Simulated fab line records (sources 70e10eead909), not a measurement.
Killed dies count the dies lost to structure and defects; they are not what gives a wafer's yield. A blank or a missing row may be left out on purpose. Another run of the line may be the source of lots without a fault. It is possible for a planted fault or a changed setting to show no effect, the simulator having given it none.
Which tool is to blame? || flow nand harc || Sampling: 24 lots, 72 wafers, 4 of 1302 route steps

WHAT EACH GAUGE READ, for each wafer
NHARC_A_CONTACT_INSPECT_71. Usual: raw defect count 82, standard deviation 43.
{"lot": "L074", "measured": "day 21 23:49", "on": "defect inspect-01", "raw defect count": "80 78 74", "flag": ""}
{"lot": "L075", "measured": "day 22 06:43", "on": "defect inspect-02", "raw defect count": "48 43 52", "flag": ""}
{"lot": "L076", "measured": "day 22 14:09", "on": "defect inspect-01", "raw defect count": "66 64 56", "flag": ""}
{"lot": "L077", "measured": "day 23 03:40", "on": "defect inspect-02", "raw defect count": "23 28 19", "flag": ""}
{"lot": "L078", "measured": "day 23 06:08", "on": "defect inspect-01", "raw defect count": "154 158 158", "flag": ""}
{"lot": "L079", "measured": "day 24 02:44", "on": "defect inspect-01", "raw defect count": "150 160 139", "flag": ""}
{"lot": "L080", "measured": "day 24 03:25", "on": "defect inspect-01", "raw defect count": "25 22 23", "flag": ""}
{"lot": "L083", "measured": "day 25 02:33", "on": "defect inspect-01", "raw defect count": "172 170 167", "flag": ""}
{"lot": "L081", "measured": "day 25 02:42", "on": "defect inspect-02", "raw defect count": "119 111 104", "flag": ""}
{"lot": "L082", "measured": "day 25 03:28", "on": "defect inspect-02", "raw defect count": "76 76 82", "flag": ""}
{"lot": "L084", "measured": "day 25 20:29", "on": "defect inspect-01", "raw defect count": "116 145 154", "flag": ""}
{"lot": "L085", "measured": "day 25 20:49", "on": "defect inspect-02", "raw defect count": "26 27 25", "flag": ""}
{"lot": "L087", "measured": "day 27 03:45", "on": "defect inspect-02", "raw defect count": "101 86 95", "flag": ""}
{"lot": "L086", "measured": "day 27 04:45", "on": "defect inspect-02", "raw defect count": "67 50 58", "flag": ""}
{"lot": "L089", "measured": "day 27 18:31", "on": "defect inspect-01", "raw defect count": "108 117 112", "flag": ""}
{"lot": "L088", "measured": "day 27 21:54", "on": "defect inspect-01", "raw defect count": "58 41 49", "flag": ""}
{"lot": "L090", "measured": "day 28 23:08", "on": "defect inspect-01", "raw defect count": "122 122 104", "flag": ""}
{"lot": "L091", "measured": "day 29 01:31", "on": "defect inspect-02", "raw defect count": "75 73 80", "flag": ""}
{"lot": "L093", "measured": "day 29 16:58", "on": "defect inspect-01", "raw defect count": "106 103 117", "flag": ""}
{"lot": "L092", "measured": "day 29 20:03", "on": "defect inspect-02", "raw defect count": "27 28 35", "flag": ""}
{"lot": "L095", "measured": "day 30 10:50", "on": "defect inspect-02", "raw defect count": "29 37 25", "flag": ""}
{"lot": "L094", "measured": "day 30 10:59", "on": "defect inspect-02", "raw defect count": "70 93 94", "flag": ""}
{"lot": "L096", "measured": "day 31 01:40", "on": "defect inspect-01", "raw defect count": "97 90 90", "flag": ""}
{"lot": "L097", "measured": "day 31 15:53", "on": "defect inspect-01", "raw defect count": "68 60 46", "flag": ""}

EACH LOT AND THE TOOL THAT RAN IT (in order: tool; ch and the chambers of the sampled wafers; start)
{"lot": "L074", "NHARC_A_CONTACT_ETCH_120": "har cap etch-01 ch 0,1, day 21 16:37", "NHARC_A_CONTACT_ETCH_122": "har cap etch-01 ch 0,1, day 21 16:58", "NHARC_A_CONTACT_STRIP_55": "rie diel-01 ch 0,2,3, day 21 23:49 or earlier"}
{"lot": "L075", "NHARC_A_CONTACT_ETCH_120": "har cap etch-02 ch 0,1, day 21 19:47", "NHARC_A_CONTACT_ETCH_122": "har cap etch-02 ch 0,1, day 21 20:08", "NHARC_A_CONTACT_STRIP_55": "rie diel-01 ch 0,1,3, day 22 06:43 or earlier"}
{"lot": "L076", "NHARC_A_CONTACT_ETCH_120": "har cap etch-02 ch 0,1, day 22 07:23", "NHARC_A_CONTACT_ETCH_122": "har cap etch-02 ch 0,1, day 22 07:44", "NHARC_A_CONTACT_STRIP_55": "rie diel-03 ch 0,1,3, day 22 14:09 or earlier"}
{"lot": "L077", "NHARC_A_CONTACT_ETCH_120": "har cap etch-03 ch 0,1, day 22 20:49", "NHARC_A_CONTACT_ETCH_122": "har cap etch-03 ch 0,1, day 22 21:10", "NHARC_A_CONTACT_STRIP_55": "rie diel-03 ch 0,3, day 23 03:40 or earlier"}
{"lot": "L078", "NHARC_A_CONTACT_ETCH_120": "har cap etch-02 ch 0,1, day 22 22:20", "NHARC_A_CONTACT_ETCH_122": "har cap etch-02 ch 0,1, day 22 22:41", "NHARC_A_CONTACT_STRIP_55": "rie diel-01 ch 0,1,3, day 23 06:08 or earlier"}
{"lot": "L079", "NHARC_A_CONTACT_ETCH_120": "har cap etch-02 ch 0,1, day 23 19:49", "NHARC_A_CONTACT_ETCH_122": "har cap etch-02 ch 0,1, day 23 20:10", "NHARC_A_CONTACT_STRIP_55": "rie diel-01 ch 0,1, day 24 02:44 or earlier"}
{"lot": "L080", "NHARC_A_CONTACT_ETCH_120": "har cap etch-01 ch 0,1, day 23 20:39", "NHARC_A_CONTACT_ETCH_122": "har cap etch-01 ch 0,1, day 23 21:00", "NHARC_A_CONTACT_STRIP_55": "rie diel-01 ch 2,3, day 24 03:25 or earlier"}
{"lot": "L083", "NHARC_A_CONTACT_ETCH_120": "har cap etch-01 ch 0,1, day 24 14:59", "NHARC_A_CONTACT_ETCH_122": "har cap etch-01 ch 0,1, day 24 15:20", "NHARC_A_CONTACT_STRIP_55": "rie diel-01 ch 1,2, day 25 02:33 or earlier"}
{"lot": "L081", "NHARC_A_CONTACT_ETCH_120": "har cap etch-03 ch 0,1, day 24 17:10", "NHARC_A_CONTACT_ETCH_122": "har cap etch-03 ch 0,1, day 24 17:31", "NHARC_A_CONTACT_STRIP_55": "rie diel-01 ch 0,2, day 25 02:42 or earlier"}
{"lot": "L082", "NHARC_A_CONTACT_ETCH_120": "har cap etch-02 ch 0,1, day 24 20:38", "NHARC_A_CONTACT_ETCH_122": "har cap etch-02 ch 0,1, day 24 20:59", "NHARC_A_CONTACT_STRIP_55": "rie diel-01 ch 0,1,2, day 25 03:28 or earlier"}
{"lot": "L084", "NHARC_A_CONTACT_ETCH_120": "har cap etch-03 ch 1, day 25 13:45", "NHARC_A_CONTACT_ETCH_122": "har cap etch-03 ch 1, day 25 14:05", "NHARC_A_CONTACT_STRIP_55": "rie diel-03 ch 0,1, day 25 20:29 or earlier"}
{"lot": "L085", "NHARC_A_CONTACT_ETCH_120": "har cap etch-01 ch 0,1, day 25 13:56", "NHARC_A_CONTACT_ETCH_122": "har cap etch-01 ch 0,1, day 25 14:17", "NHARC_A_CONTACT_STRIP_55": "rie diel-01 ch 1,3, day 25 20:49 or earlier"}
{"lot": "L087", "NHARC_A_CONTACT_ETCH_120": "har cap etch-02 ch 0,1, day 26 18:49", "NHARC_A_CONTACT_ETCH_122": "har cap etch-02 ch 0,1, day 26 19:10", "NHARC_A_CONTACT_STRIP_55": "rie diel-03 ch 1,2,3, day 27 03:45 or earlier"}
{"lot": "L086", "NHARC_A_CONTACT_ETCH_120": "har cap etch-03 ch 0,1, day 26 20:01", "NHARC_A_CONTACT_ETCH_122": "har cap etch-03 ch 0,1, day 26 20:21", "NHARC_A_CONTACT_STRIP_55": "rie diel-13 ch 0,1,2, day 27 04:45 or earlier"}
{"lot": "L089", "NHARC_A_CONTACT_ETCH_120": "har cap etch-03 ch 0,1, day 27 11:35", "NHARC_A_CONTACT_ETCH_122": "har cap etch-03 ch 0,1, day 27 12:03", "NHARC_A_CONTACT_STRIP_55": "rie diel-13 ch 1,2, day 27 18:31 or earlier"}
{"lot": "L088", "NHARC_A_CONTACT_ETCH_120": "har cap etch-01 ch 0,1, day 27 14:22", "NHARC_A_CONTACT_ETCH_122": "har cap etch-01 ch 0,1, day 27 14:43", "NHARC_A_CONTACT_STRIP_55": "rie diel-13 ch 0,1,3, day 27 21:54 or earlier"}
{"lot": "L090", "NHARC_A_CONTACT_ETCH_120": "har cap etch-01 ch 0,1, day 28 16:22", "NHARC_A_CONTACT_ETCH_122": "har cap etch-01 ch 0,1, day 28 16:42", "NHARC_A_CONTACT_STRIP_55": "rie diel-01 ch 0,2,3, day 28 23:08 or earlier"}
{"lot": "L091", "NHARC_A_CONTACT_ETCH_120": "har cap etch-03 ch 0,1, day 28 16:59", "NHARC_A_CONTACT_ETCH_122": "har cap etch-03 ch 0,1, day 28 17:26", "NHARC_A_CONTACT_STRIP_55": "rie diel-01 ch 0,2, day 29 01:31 or earlier"}
{"lot": "L093", "NHARC_A_CONTACT_ETCH_120": "har cap etch-03 ch 0,1, day 29 09:37", "NHARC_A_CONTACT_ETCH_122": "har cap etch-03 ch 0,1, day 29 10:05", "NHARC_A_CONTACT_STRIP_55": "rie diel-13 ch 0,1, day 29 16:58 or earlier"}
{"lot": "L092", "NHARC_A_CONTACT_ETCH_120": "har cap etch-01 ch 0,1, day 29 13:21", "NHARC_A_CONTACT_ETCH_122": "har cap etch-01 ch 0,1, day 29 13:42", "NHARC_A_CONTACT_STRIP_55": "rie diel-01 ch 1,2,3, day 29 20:03 or earlier"}
{"lot": "L095", "NHARC_A_CONTACT_ETCH_120": "har cap etch-03 ch 0,1, day 30 03:41", "NHARC_A_CONTACT_ETCH_122": "har cap etch-03 ch 0,1, day 30 04:08", "NHARC_A_CONTACT_STRIP_55": "rie diel-01 ch 0,3, day 30 10:50 or earlier"}
{"lot": "L094", "NHARC_A_CONTACT_ETCH_120": "har cap etch-02 ch 0,1, day 30 04:01", "NHARC_A_CONTACT_ETCH_122": "har cap etch-02 ch 0,1, day 30 04:22", "NHARC_A_CONTACT_STRIP_55": "rie diel-01 ch 0,1,3, day 30 10:59 or earlier"}
{"lot": "L096", "NHARC_A_CONTACT_ETCH_120": "har cap etch-03 ch 0,1, day 30 18:35", "NHARC_A_CONTACT_ETCH_122": "har cap etch-03 ch 0,1, day 30 19:03", "NHARC_A_CONTACT_STRIP_55": "rie diel-01 ch 0,1,3, day 31 01:40 or earlier"}
{"lot": "L097", "NHARC_A_CONTACT_ETCH_120": "har cap etch-02 ch 0,1, day 31 05:26", "NHARC_A_CONTACT_ETCH_122": "har cap etch-02 ch 0,1, day 31 05:47", "NHARC_A_CONTACT_STRIP_55": "rie diel-01 ch 0,2,3, day 31 15:53 or earlier"}
- NHARC_A_CONTACT_ETCH_120: etches the open film in C4F8/O2/Ar, time 190 s, target depth 1850 nm.
- NHARC_A_CONTACT_ETCH_122: etches the open film in C4F8/O2/Ar, time 190 s, target depth 1850 nm.
- NHARC_A_CONTACT_STRIP_55: strips in O2.

WHAT THE TOOLS THEMSELVES READ (means of the sampled wafers that have a number; where no wafer has one, the mark that the record gives instead)
NHARC_A_CONTACT_STRIP_55. Usual: drypump motor current A 5.8 A, standard deviation 0.42; mfc ar sccm 0.008 sccm, standard deviation 0.011; oes product au 1.002 a.u., standard deviation 0.012; rf vpp V 57.8 V, standard deviation 0.98; showerhead plenum p Torr 3.52 Torr, standard deviation 0.18; throttle valve pct 17.036 %, standard deviation 0.0089.
{"lot": "L074", "tool": "rie diel-01", "drypump motor current A (A)": 5.8, "mfc ar sccm (sccm)": 0.002, "oes product au (a.u.)": 1.000, "rf vpp V (V)": 58.1, "showerhead plenum p Torr (Torr)": 3.44, "throttle valve pct (%)": 17.030, "flag": ""}
{"lot": "L075", "tool": "rie diel-01", "drypump motor current A (A)": 5.6, "mfc ar sccm (sccm)": 0.009, "oes product au (a.u.)": 0.999, "rf vpp V (V)": 57.6, "showerhead plenum p Torr (Torr)": 3.57, "throttle valve pct (%)": 17.036, "flag": ""}
{"lot": "L076", "tool": "rie diel-03", "drypump motor current A (A)": 5.9, "mfc ar sccm (sccm)": 0.018, "oes product au (a.u.)": 1.003, "rf vpp V (V)": 57.3, "showerhead plenum p Torr (Torr)": 3.60, "throttle valve pct (%)": 17.031, "flag": ""}
{"lot": "L077", "tool": "rie diel-03", "drypump motor current A (A)": 5.9, "mfc ar sccm (sccm)": 0.023, "oes product au (a.u.)": 1.017, "rf vpp V (V)": 58.2, "showerhead plenum p Torr (Torr)": 3.52, "throttle valve pct (%)": 17.030, "flag": ""}
{"lot": "L078", "tool": "rie diel-01", "drypump motor current A (A)": 5.6, "mfc ar sccm (sccm)": 0.009, "oes product au (a.u.)": 0.998, "rf vpp V (V)": 58.9, "showerhead plenum p Torr (Torr)": 3.57, "throttle valve pct (%)": 17.034, "flag": ""}
{"lot": "L079", "tool": "rie diel-01", "drypump motor current A (A)": 6.0, "mfc ar sccm (sccm)": 0.007, "oes product au (a.u.)": 1.007, "rf vpp V (V)": 57.4, "showerhead plenum p Torr (Torr)": 3.68, "throttle valve pct (%)": 17.036, "flag": ""}
{"lot": "L080", "tool": "rie diel-01", "drypump motor current A (A)": 5.4, "mfc ar sccm (sccm)": 0.005, "oes product au (a.u.)": 0.994, "rf vpp V (V)": 57.2, "showerhead plenum p Torr (Torr)": 3.32, "throttle valve pct (%)": 17.044, "flag": ""}
{"lot": "L083", "tool": "rie diel-01", "drypump motor current A (A)": 5.6, "mfc ar sccm (sccm)": 0.013, "oes product au (a.u.)": 0.989, "rf vpp V (V)": 58.3, "showerhead plenum p Torr (Torr)": 3.66, "throttle valve pct (%)": 17.032, "flag": ""}
{"lot": "L081", "tool": "rie diel-01", "drypump motor current A (A)": 6.2, "mfc ar sccm (sccm)": 0.000, "oes product au (a.u.)": 1.009, "rf vpp V (V)": 57.7, "showerhead plenum p Torr (Torr)": 3.56, "throttle valve pct (%)": 17.040, "flag": ""}
{"lot": "L082", "tool": "rie diel-01", "drypump motor current A (A)": 5.9, "mfc ar sccm (sccm)": 0.007, "oes product au (a.u.)": 0.997, "rf vpp V (V)": 58.7, "showerhead plenum p Torr (Torr)": 3.61, "throttle valve pct (%)": 17.040, "flag": ""}
{"lot": "L084", "tool": "rie diel-03", "drypump motor current A (A)": 5.9, "mfc ar sccm (sccm)": 0.010, "oes product au (a.u.)": 1.013, "rf vpp V (V)": 57.5, "showerhead plenum p Torr (Torr)": 3.54, "throttle valve pct (%)": 17.037, "flag": ""}
{"lot": "L085", "tool": "rie diel-01", "drypump motor current A (A)": 5.3, "mfc ar sccm (sccm)": 0.011, "oes product au (a.u.)": 1.000, "rf vpp V (V)": 57.1, "showerhead plenum p Torr (Torr)": 3.45, "throttle valve pct (%)": 17.033, "flag": ""}
{"lot": "L087", "tool": "rie diel-03", "drypump motor current A (A)": 5.9, "mfc ar sccm (sccm)": 0.013, "oes product au (a.u.)": 1.004, "rf vpp V (V)": 59.1, "showerhead plenum p Torr (Torr)": 3.69, "throttle valve pct (%)": 17.030, "flag": ""}
{"lot": "L086", "tool": "rie diel-13", "drypump motor current A (A)": 5.8, "mfc ar sccm (sccm)": 0.009, "oes product au (a.u.)": 1.018, "rf vpp V (V)": 58.1, "showerhead plenum p Torr (Torr)": 3.41, "throttle valve pct (%)": 17.042, "flag": ""}
{"lot": "L089", "tool": "rie diel-13", "drypump motor current A (A)": 5.8, "mfc ar sccm (sccm)": 0.009, "oes product au (a.u.)": 1.008, "rf vpp V (V)": 57.8, "showerhead plenum p Torr (Torr)": 3.44, "throttle valve pct (%)": 17.035, "flag": ""}
{"lot": "L088", "tool": "rie diel-13", "drypump motor current A (A)": 5.9, "mfc ar sccm (sccm)": 0.000, "oes product au (a.u.)": 1.004, "rf vpp V (V)": 57.9, "showerhead plenum p Torr (Torr)": 3.48, "throttle valve pct (%)": 17.031, "flag": ""}
{"lot": "L090", "tool": "rie diel-01", "drypump motor current A (A)": 5.8, "mfc ar sccm (sccm)": 0.002, "oes product au (a.u.)": 1.005, "rf vpp V (V)": 58.1, "showerhead plenum p Torr (Torr)": 3.43, "throttle valve pct (%)": 17.038, "flag": ""}
{"lot": "L091", "tool": "rie diel-01", "drypump motor current A (A)": 6.0, "mfc ar sccm (sccm)": 0.000, "oes product au (a.u.)": 0.995, "rf vpp V (V)": 57.3, "showerhead plenum p Torr (Torr)": 3.47, "throttle valve pct (%)": 17.040, "flag": ""}
{"lot": "L093", "tool": "rie diel-13", "drypump motor current A (A)": 5.5, "mfc ar sccm (sccm)": 0.000, "oes product au (a.u.)": 1.007, "rf vpp V (V)": 57.5, "showerhead plenum p Torr (Torr)": 3.43, "throttle valve pct (%)": 17.031, "flag": ""}
{"lot": "L092", "tool": "rie diel-01", "drypump motor current A (A)": 5.5, "mfc ar sccm (sccm)": 0.009, "oes product au (a.u.)": 1.003, "rf vpp V (V)": 57.3, "showerhead plenum p Torr (Torr)": 3.48, "throttle valve pct (%)": 17.041, "flag": ""}
{"lot": "L095", "tool": "rie diel-01", "drypump motor current A (A)": 5.9, "mfc ar sccm (sccm)": 0.002, "oes product au (a.u.)": 1.014, "rf vpp V (V)": 57.9, "showerhead plenum p Torr (Torr)": 3.50, "throttle valve pct (%)": 17.036, "flag": ""}
{"lot": "L094", "tool": "rie diel-01", "drypump motor current A (A)": 5.6, "mfc ar sccm (sccm)": 0.009, "oes product au (a.u.)": 1.004, "rf vpp V (V)": 58.5, "showerhead plenum p Torr (Torr)": 3.55, "throttle valve pct (%)": 17.037, "flag": ""}
{"lot": "L096", "tool": "rie diel-01", "drypump motor current A (A)": 5.6, "mfc ar sccm (sccm)": 0.009, "oes product au (a.u.)": 0.997, "rf vpp V (V)": 58.1, "showerhead plenum p Torr (Torr)": 3.55, "throttle valve pct (%)": 17.045, "flag": ""}
{"lot": "L097", "tool": "rie diel-01", "drypump motor current A (A)": 5.8, "mfc ar sccm (sccm)": 0.002, "oes product au (a.u.)": 1.002, "rf vpp V (V)": 57.0, "showerhead plenum p Torr (Torr)": 3.42, "throttle valve pct (%)": 17.037, "flag": ""}

THE ANSWER, worked out from the rows above alone
Rule: lot off if the mean of its wafers having a number is beyond 3 standard deviations from the usual mean. Also off: a lot with no number at a reading for which 4 or more lots have one. All remaining lots with rows at the step are treated as sound. First the gauges in route order, then the tools' own readings, where a lot's mean is used as printed above. At the first step where some lot is off, the reading lying furthest off is the one used; lots without a number count as furthest.
No lot is off at any reading shown: from this, nothing can be told.

WHAT THE SIMULATOR PUT IN
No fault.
